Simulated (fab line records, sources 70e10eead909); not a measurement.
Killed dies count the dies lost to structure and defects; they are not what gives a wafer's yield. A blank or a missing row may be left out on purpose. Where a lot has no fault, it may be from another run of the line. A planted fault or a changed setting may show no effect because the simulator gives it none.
What tool caused it?	flow nand-harc	Sampling: 24 lots, 72 wafers, 6 of 1159 route steps

## WHAT EACH GAUGE READ, for each wafer
NHARC_P_M2_OVL_MEAS_10: pitch 340 nm.
lot	measured	on	overlay-x-nm (nm)	overlay-y-nm (nm)
L074	day 5 23:31	overlay-02	-0.6 0.3 -0.5	-0.5 -0.8 -1.0
L076	day 6 12:40	overlay-01	-0.2 0.1 -0.4	0.2 0.1 0.3
L075	day 6 13:12	overlay-02	0.1 0.5 0.2	0.3 0.3 0.0
L077	day 6 21:11	overlay-01	-1.1 -0.8 -1.4	0.6 0.8 0.6
L078	day 6 22:31	overlay-01	0.3 0.0 0.6	-1.8 -1.4 -1.3
L080	day 7 15:23	overlay-02	1.0 1.1 0.9	-0.4 -0.3 -0.6
L079	day 7 17:12	overlay-01	0.3 0.4 0.0	0.7 1.4 1.2
L081	day 7 22:14	overlay-01	0.0 0.0 0.4	-0.9 0.1 -0.1
L082	day 8 01:17	overlay-01	0.2 -0.9 -1.0	0.5 1.0 0.2
L083	day 8 01:45	overlay-02	-0.9 -0.2 -1.2	-0.7 -0.6 -0.7
L085	day 8 16:11	overlay-01	-1.2 -0.4 0.2	0.7 0.6 0.7
L084	day 8 17:26	overlay-01	1.1 0.4 0.6	0.3 0.2 0.2
L086	day 9 06:38	overlay-02	-0.5 0.1 -0.1	-0.6 -0.5 -0.8
L087	day 9 11:33	overlay-02	-0.4 -0.5 0.2	-0.9 -0.5 -0.5
L088	day 10 01:08	overlay-02	-0.7 0.0 -1.1	-1.1 -0.7 -1.1
L089	day 10 05:01	overlay-01	0.3 0.7 -0.1	0.4 0.2 -0.2
L090	day 10 06:28	overlay-01	0.0 0.6 1.0	0.4 -0.2 0.1
L092	day 10 08:43	overlay-02	1.1 0.8 1.7	-1.3 -1.1 -1.3
L091	day 10 08:58	overlay-01	-1.5 -1.0 -1.5	0.4 0.7 -0.3
L093	day 10 16:29	overlay-02	0.7 1.6 1.2	0.8 0.7 0.6
L094	day 11 02:54	overlay-02	0.6 0.3 0.3	-1.7 -1.8 -2.5
L095	day 11 09:16	overlay-01	-0.3 -0.2 -0.1	0.5 1.1 1.6
L097	day 11 14:02	overlay-01	0.2 0.4 0.3	0.2 -0.4 0.0
L096	day 11 14:43	overlay-02	-1.0 -0.5 -1.0	1.0 0.6 1.9

NHARC_P_BONDPAD_OVL_MEAS_38.
lot	measured	on	overlay-x-nm (nm)	overlay-y-nm (nm)
L074	day 6 04:04	overlay-02	3 4 4	9 9 9
L076	day 6 17:32	overlay-02	4 4 4	12 12 12
L075	day 6 18:13	overlay-01	-2 -1 -1	15 15 15
L077	day 7 01:36	overlay-02	-6 -6 -6	8 8 8
L078	day 7 03:05	overlay-01	-8 -8 -8	-2 -2 -2
L080	day 7 20:02	overlay-02	-11 -11 -11	2 2 2
L079	day 7 22:08	overlay-02	2 3 2	-3 -3 -3
L081	day 8 03:10	overlay-01	4 4 2	1 2 1
L082	day 8 05:49	overlay-02	-3 -3 -3	2 1 1
L083	day 8 06:24	overlay-01	-5 -5 -6	1 1 1
L085	day 8 21:22	overlay-01	-8 -8 -8	0 1 1
L084	day 8 22:04	overlay-01	-1 -1 -1	-12 -13 -12
L086	day 9 11:08	overlay-01	-7 -7 -7	-9 -9 -10
L087	day 9 16:25	overlay-01	8 9 8	0 0 0
L088	day 10 05:42	overlay-02	-4 -4 -4	-4 -4 -6
L089	day 10 09:33	overlay-02	-4 -4 -4	4 4 4
L090	day 10 11:26	overlay-01	-3 -3 -3	0 0 0
L092	day 10 13:25	overlay-02	0 1 0	7 7 7
L091	day 10 13:40	overlay-01	1 1 1	5 4 4
L093	day 10 21:10	overlay-01	1 0 1	-2 -1 -1
L094	day 11 08:04	overlay-02	3 4 3	-8 -9 -8
L095	day 11 13:40	overlay-01	-8 -7 -7	0 0 0
L097	day 11 18:36	overlay-02	11 11 10	-2 -2 -2
L096	day 11 19:16	overlay-01	13 12 13	7 8 8

## TOOL THAT RAN EACH LOT (tool first, then ch and the chambers of the sampled wafers, then the start)
lot	NHARC_P_M0_ANNEAL_30	NHARC_P_M0_DEP_32	NHARC_P_M2_PVD_21	NHARC_P_M2_ANNEAL_31
L074	rtp-anneal-01 ch 0, day 5 16:38	pecvd-04 ch 1,2, day 5 17:46	pvd-sputter-01, day 6 01:22 or earlier	rtp-anneal-02 ch 0, day 6 01:22
L076	rtp-anneal-02 ch 0, day 6 06:13	pecvd-02 ch 0,1,2, day 6 07:14	pvd-sputter-02, day 6 14:56 or earlier	rtp-anneal-01 ch 0, day 6 14:56
L075	rtp-anneal-01 ch 0, day 6 06:47	pecvd-02 ch 1,2, day 6 07:41	pvd-sputter-01, day 6 15:10 or earlier	rtp-anneal-02 ch 0, day 6 15:10
L077	rtp-anneal-02 ch 0, day 6 14:47	pecvd-02 ch 0,1,2, day 6 15:43	pvd-sputter-02, day 6 23:08 or earlier	rtp-anneal-01 ch 0, day 6 23:08
L078	rtp-anneal-01 ch 0, day 6 15:20	pecvd-04 ch 0,2, day 6 17:16	pvd-sputter-03, day 7 00:26 or earlier	rtp-anneal-02 ch 0, day 7 00:26
L080	rtp-anneal-02 ch 0, day 7 08:38	pecvd-04 ch 0,1,2, day 7 09:36	pvd-sputter-02, day 7 17:19 or earlier	rtp-anneal-01 ch 0, day 7 17:19
L079	rtp-anneal-01 ch 0, day 7 10:47	pecvd-03 ch 0,1,2, day 7 11:47	pvd-sputter-02, day 7 19:27 or earlier	rtp-anneal-02 ch 0, day 7 19:27
L081	rtp-anneal-02 ch 0, day 7 15:28	pecvd-03 ch 0,1, day 7 16:37	pvd-sputter-03, day 8 00:29 or earlier	rtp-anneal-02 ch 0, day 8 00:29
L082	rtp-anneal-02 ch 0, day 7 18:56	pecvd-04 ch 0,1,2, day 7 19:47	pvd-sputter-02, day 8 03:14 or earlier	rtp-anneal-01 ch 0, day 8 03:14
L083	rtp-anneal-02 ch 0, day 7 19:14	pecvd-03 ch 0,1,2, day 7 20:09	pvd-sputter-01, day 8 03:55 or earlier	rtp-anneal-01 ch 0, day 8 03:55
L085	rtp-anneal-01 ch 0, day 8 09:29	pecvd-02 ch 0,1, day 8 10:35	pvd-sputter-03, day 8 18:12 or earlier	rtp-anneal-02 ch 0, day 8 18:12
L084	rtp-anneal-01 ch 0, day 8 11:00	pecvd-04 ch 0,2, day 8 11:59	pvd-sputter-02, day 8 19:23 or earlier	rtp-anneal-01 ch 0, day 8 19:23
L086	rtp-anneal-01 ch 0, day 9 00:10	pecvd-02 ch 0,1,2, day 9 01:11	pvd-sputter-01, day 9 08:34 or earlier	rtp-anneal-01 ch 0, day 9 08:34
L087	rtp-anneal-01 ch 0, day 9 05:04	pecvd-03 ch 0,1,2, day 9 06:04	pvd-sputter-01, day 9 13:25 or earlier	rtp-anneal-02 ch 0, day 9 13:25
L088	rtp-anneal-01 ch 0, day 9 18:43	pecvd-04 ch 0,1,2, day 9 19:37	pvd-sputter-01, day 10 03:11 or earlier	rtp-anneal-01 ch 0, day 10 03:11
L089	rtp-anneal-01 ch 0, day 9 22:34	pecvd-03 ch 0,1,2, day 9 23:31	pvd-sputter-01, day 10 06:59 or earlier	rtp-anneal-01 ch 0, day 10 06:59
L090	rtp-anneal-01 ch 0, day 9 23:48	pecvd-02 ch 0,2, day 10 00:48	pvd-sputter-03, day 10 08:53 or earlier	rtp-anneal-01 ch 0, day 10 08:53
L092	rtp-anneal-02 ch 0, day 10 02:08	pecvd-02 ch 0,2, day 10 03:14	pvd-sputter-02, day 10 10:34 or earlier	rtp-anneal-01 ch 0, day 10 10:34
L091	rtp-anneal-01 ch 0, day 10 02:31	pecvd-04 ch 0,2, day 10 03:32	pvd-sputter-03, day 10 10:56 or earlier	rtp-anneal-02 ch 0, day 10 10:56
L093	rtp-anneal-02 ch 0, day 10 09:23	pecvd-04 ch 0,1,2, day 10 10:21	pvd-sputter-03, day 10 18:23 or earlier	rtp-anneal-01 ch 0, day 10 18:23
L094	rtp-anneal-01 ch 0, day 10 20:11	pecvd-04 ch 0,2, day 10 21:24	pvd-sputter-01, day 11 04:52 or earlier	rtp-anneal-01 ch 0, day 11 04:52
L095	rtp-anneal-01 ch 0, day 11 02:46	pecvd-04 ch 1,2, day 11 03:49	pvd-sputter-01, day 11 11:10 or earlier	rtp-anneal-02 ch 0, day 11 11:10
L097	rtp-anneal-02 ch 0, day 11 07:28	pecvd-04 ch 0,1,2, day 11 08:26	pvd-sputter-02, day 11 15:55 or earlier	rtp-anneal-01 ch 0, day 11 15:55
L096	rtp-anneal-02 ch 0, day 11 08:20	pecvd-04 ch 0,1, day 11 09:23	pvd-sputter-03, day 11 16:34 or earlier	rtp-anneal-02 ch 0, day 11 16:34
- NHARC_P_M0_ANNEAL_30: time 90 s.
- NHARC_P_M0_DEP_32: deposits SiCN, target thk 30 nm.
- NHARC_P_M2_PVD_21: deposits Cu, target thk 30 nm, time 20.49 s.
- NHARC_P_M2_ANNEAL_31: time 90 s.

## WHAT THE TOOLS THEMSELVES READ (means of the sampled wafers that have a number; where no wafer has one, the mark that the record gives instead)
NHARC_P_M0_ANNEAL_30.
lot	tool	wafer_temp_C_max
L074	rtp-anneal-01	226.36
L076	rtp-anneal-02	226.32
L075	rtp-anneal-01	226.04
L077	rtp-anneal-02	226.40
L078	rtp-anneal-01	226.51
L080	rtp-anneal-02	226.52
L079	rtp-anneal-01	226.13
L081	rtp-anneal-02	225.94
L082	rtp-anneal-02	226.29
L083	rtp-anneal-02	226.22
L085	rtp-anneal-01	226.06
L084	rtp-anneal-01	226.10
L086	rtp-anneal-01	226.11
L087	rtp-anneal-01	226.51
L088	rtp-anneal-01	226.33
L089	rtp-anneal-01	226.29
L090	rtp-anneal-01	226.26
L092	rtp-anneal-02	226.40
L091	rtp-anneal-01	226.24
L093	rtp-anneal-02	226.71
L094	rtp-anneal-01	226.18
L095	rtp-anneal-01	226.08
L097	rtp-anneal-02	226.64
L096	rtp-anneal-02	226.26

NHARC_P_M0_DEP_32.
lot	tool	heater-power-w (W)
L074	pecvd-04	535
L076	pecvd-02	523
L075	pecvd-02	542
L077	pecvd-02	497
L078	pecvd-04	646
L080	pecvd-04	650
L079	pecvd-03	585
L081	pecvd-03	645
L082	pecvd-04	638
L083	pecvd-03	559
L085	pecvd-02	399
L084	pecvd-04	598
L086	pecvd-02	506
L087	pecvd-03	587
L088	pecvd-04	616
L089	pecvd-03	598
L090	pecvd-02	563
L092	pecvd-02	483
L091	pecvd-04	599
L093	pecvd-04	619
L094	pecvd-04	630
L095	pecvd-04	581
L097	pecvd-04	620
L096	pecvd-04	638

NHARC_P_M2_PVD_21.
lot	tool	throttle-valve-pct (%)
L074	pvd-sputter-01	29.9
L076	pvd-sputter-02	30.5
L075	pvd-sputter-01	29.9
L077	pvd-sputter-02	30.5
L078	pvd-sputter-03	29.5
L080	pvd-sputter-02	30.0
L079	pvd-sputter-02	30.4
L081	pvd-sputter-03	29.7
L082	pvd-sputter-02	30.1
L083	pvd-sputter-01	29.9
L085	pvd-sputter-03	29.9
L084	pvd-sputter-02	30.5
L086	pvd-sputter-01	30.2
L087	pvd-sputter-01	29.9
L088	pvd-sputter-01	29.7
L089	pvd-sputter-01	29.8
L090	pvd-sputter-03	29.7
L092	pvd-sputter-02	30.5
L091	pvd-sputter-03	30.0
L093	pvd-sputter-03	29.9
L094	pvd-sputter-01	30.0
L095	pvd-sputter-01	30.1
L097	pvd-sputter-02	30.6
L096	pvd-sputter-03	30.1

NHARC_P_M2_ANNEAL_31.
lot	tool	wafer_temp_C_max
L074	rtp-anneal-02	226.45
L076	rtp-anneal-01	226.11
L075	rtp-anneal-02	226.23
L077	rtp-anneal-01	226.62
L078	rtp-anneal-02	226.26
L080	rtp-anneal-01	226.38
L079	rtp-anneal-02	226.55
L081	rtp-anneal-02	226.51
L082	rtp-anneal-01	226.25
L083	rtp-anneal-01	225.81
L085	rtp-anneal-02	226.16
L084	rtp-anneal-01	226.24
L086	rtp-anneal-01	226.48
L087	rtp-anneal-02	226.73
L088	rtp-anneal-01	226.15
L089	rtp-anneal-01	226.26
L090	rtp-anneal-01	226.39
L092	rtp-anneal-01	226.38
L091	rtp-anneal-02	226.33
L093	rtp-anneal-01	226.49
L094	rtp-anneal-01	226.42
L095	rtp-anneal-02	226.38
L097	rtp-anneal-01	226.61
L096	rtp-anneal-02	226.25

## THE ANSWER, worked out from the rows above alone
Rule: what is usual is taken from the lots themselves. The widest of any qualifying gaps counts: lots, ordered by their means at a reading, are off when they make up no more than a third of the lots, leave a main group of 4 or more, and stand apart from it by 3 or more times the standard deviation of that group's means. If all means in a main group match to the digits the tables above print for the reading, that group is not used. Also off: a lot with no number at a reading for which 4 or more lots have one. Where the step has rows for the other lots, those lots are counted as sound. After the gauges, taken in route order, come the tools' own readings; for these a lot's mean is taken, as printed above. The first step at which some lot is off is used, and at that step the reading that is off furthest; a lot without a number counts as furthest.
Nothing can be told from this: no lot is off at any reading shown.

## WHAT WAS PUT IN BY THE SIMULATOR
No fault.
